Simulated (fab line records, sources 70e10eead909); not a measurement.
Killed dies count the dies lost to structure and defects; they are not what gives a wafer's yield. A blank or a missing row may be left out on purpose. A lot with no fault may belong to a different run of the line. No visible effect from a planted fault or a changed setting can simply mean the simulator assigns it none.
Chamber matching :: flow nand harc :: NHARC_P_M1_ETCH_35 on rie diel-03 has 4 sister chambers
The step etches the open film in N2/H2, target depth 40 nm, overetch 12 nm, time 43.94 s. 27 wafers are shown with their chamber, then 12 later ones without.

== EACH WAFER AND ITS CHAMBER ==
wafer: L074.3
chamber: 1
drypump motor current A (A): 6.22
rf vpp V (V): 427.0
oes product au (a.u.): 0.994

wafer: L074.5
chamber: 2
drypump motor current A (A): 6.02
rf vpp V (V): 430.4
oes product au (a.u.): 1.002

wafer: L074.6
chamber: 1
drypump motor current A (A): 6.18
rf vpp V (V): 426.8
oes product au (a.u.): 0.991

wafer: L075.2
chamber: 0
drypump motor current A (A): 6.04
rf vpp V (V): 427.5
oes product au (a.u.): 0.998

wafer: L075.3
chamber: 3
drypump motor current A (A): 5.70
rf vpp V (V): 431.8
oes product au (a.u.): 0.998

wafer: L075.5
chamber: 3
drypump motor current A (A): 5.71
rf vpp V (V): 432.2
oes product au (a.u.): 1.003

wafer: L076.2
chamber: 1
drypump motor current A (A): 6.21
rf vpp V (V): 427.2
oes product au (a.u.): 0.982

wafer: L076.5
chamber: 1
drypump motor current A (A): 6.15
rf vpp V (V): 427.2
oes product au (a.u.): 0.987

wafer: L076.6
chamber: 0
drypump motor current A (A): 6.04
rf vpp V (V): 427.7
oes product au (a.u.): 0.995

wafer: L077.2
chamber: 3
drypump motor current A (A): 5.69
rf vpp V (V): 432.0
oes product au (a.u.): 0.998

wafer: L077.3
chamber: 0
drypump motor current A (A): 6.06
rf vpp V (V): 427.1
oes product au (a.u.): 0.998

wafer: L077.5
chamber: 2
drypump motor current A (A): 6.05
rf vpp V (V): 431.0
oes product au (a.u.): 0.999

wafer: L084.1
chamber: 1
drypump motor current A (A): 6.19
rf vpp V (V): 427.5
oes product au (a.u.): 0.999

wafer: L084.2
chamber: 2
drypump motor current A (A): 6.03
rf vpp V (V): 431.2
oes product au (a.u.): 1.000

wafer: L084.4
chamber: 0
drypump motor current A (A): 6.03
rf vpp V (V): 427.2
oes product au (a.u.): 0.989

wafer: L087.1
chamber: 1
drypump motor current A (A): 6.16
rf vpp V (V): 427.9
oes product au (a.u.): 0.998

wafer: L087.3
chamber: 3
drypump motor current A (A): 5.72
rf vpp V (V): 431.8
oes product au (a.u.): 1.003

wafer: L087.5
chamber: 0
drypump motor current A (A): 6.04
rf vpp V (V): 426.8
oes product au (a.u.): 1.002

wafer: L085.1
chamber: 1
drypump motor current A (A): 6.18
rf vpp V (V): 427.7
oes product au (a.u.): 0.988

wafer: L085.3
chamber: 2
drypump motor current A (A): 6.03
rf vpp V (V): 430.4
oes product au (a.u.): 1.005

wafer: L085.6
chamber: 2
drypump motor current A (A): 6.03
rf vpp V (V): 430.7
oes product au (a.u.): 0.990

wafer: L088.1
chamber: 2
drypump motor current A (A): 6.04
rf vpp V (V): 430.2
oes product au (a.u.): 1.000

wafer: L088.2
chamber: 3
drypump motor current A (A): 5.73
rf vpp V (V): 430.8
oes product au (a.u.): 0.994

wafer: L088.4
chamber: 1
drypump motor current A (A): 6.18
rf vpp V (V): 427.5
oes product au (a.u.): 0.988

wafer: L091.1
chamber: 0
drypump motor current A (A): 6.03
rf vpp V (V): 426.7
oes product au (a.u.): 0.991

wafer: L091.2
chamber: 3
drypump motor current A (A): 5.72
rf vpp V (V): 431.4
oes product au (a.u.): 1.004

wafer: L091.3
chamber: 1
drypump motor current A (A): 6.20
rf vpp V (V): 427.2
oes product au (a.u.): 0.988

SIGNATURES (averages over the wafers above)
reading: drypump motor current A
chamber 0: 6.0400
chamber 1: 6.1856
chamber 2: 6.0333
chamber 3: 5.7117
scatter within a chamber: 0.0165

reading: rf vpp V
chamber 0: 427.167
chamber 1: 427.333
chamber 2: 430.650
chamber 3: 431.667
scatter within a chamber: 0.402

reading: oes product au
chamber 0: 0.99550
chamber 1: 0.99056
chamber 2: 0.99933
chamber 3: 1.00000
scatter within a chamber: 0.00497
Rule: a wafer lies at a distance from a chamber equal to the root of the sum of squares, over the readings, of (its reading less the chamber's mean, divided by the reading's scatter). If the next closest chamber is less than 2 further off than the closest, the wafer can't be placed; otherwise it belongs to the closest. How the scatter is found: for the shown wafers, subtract from each reading the mean of its chamber, square and add these, divide the total by (wafers less chambers), then take the root.

== WAFERS MISSING THEIR CHAMBER ==
wafer: L093.1
drypump motor current A (A): 6.02
rf vpp V (V): 430.5
oes product au (a.u.): 0.993

wafer: L093.4
drypump motor current A (A): 6.01
rf vpp V (V): 428.5
oes product au (a.u.): 0.990

wafer: L093.5
drypump motor current A (A): 6.05
rf vpp V (V): 428.1
oes product au (a.u.): 0.996

wafer: L094.2
drypump motor current A (A): 6.16
rf vpp V (V): 428.5
oes product au (a.u.): 1.000

wafer: L094.4
drypump motor current A (A): 6.06
rf vpp V (V): 432.2
oes product au (a.u.): 1.011

wafer: L094.6
drypump motor current A (A): 6.19
rf vpp V (V): 427.3
oes product au (a.u.): 1.003

wafer: L095.2
drypump motor current A (A): 6.06
rf vpp V (V): 428.2
oes product au (a.u.): 0.996

wafer: L095.5
drypump motor current A (A): 6.21
rf vpp V (V): 428.1
oes product au (a.u.): 0.994

wafer: L095.6
drypump motor current A (A): 6.02
rf vpp V (V): 429.8
oes product au (a.u.): 1.018

wafer: L097.1
drypump motor current A (A): 5.73
rf vpp V (V): 429.2
oes product au (a.u.): 0.998

wafer: L097.2
drypump motor current A (A): 6.04
rf vpp V (V): 432.7
oes product au (a.u.): 1.003

wafer: L097.5
drypump motor current A (A): 6.04
rf vpp V (V): 427.3
oes product au (a.u.): 0.989

== WHICH CHAMBER EACH WENT THROUGH ==
wafer: L093.1
from the rows above: 2
in truth: 2

wafer: L093.4
from the rows above: can't be placed: 0 or 2
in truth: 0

wafer: L093.5
from the rows above: 0
in truth: 0

wafer: L094.2
from the rows above: 1
in truth: 1

wafer: L094.4
from the rows above: 2
in truth: 2

wafer: L094.6
from the rows above: 1
in truth: 1

wafer: L095.2
from the rows above: 0
in truth: 0

wafer: L095.5
from the rows above: 1
in truth: 1

wafer: L095.6
from the rows above: 2
in truth: 2

wafer: L097.1
from the rows above: 3
in truth: 3

wafer: L097.2
from the rows above: 2
in truth: 2

wafer: L097.5
from the rows above: 0
in truth: 0
Correct placement for 11 of the 12. From these rows, 1 cannot be placed; in 1 the true chamber is one of the candidates. 0 placed wrongly.
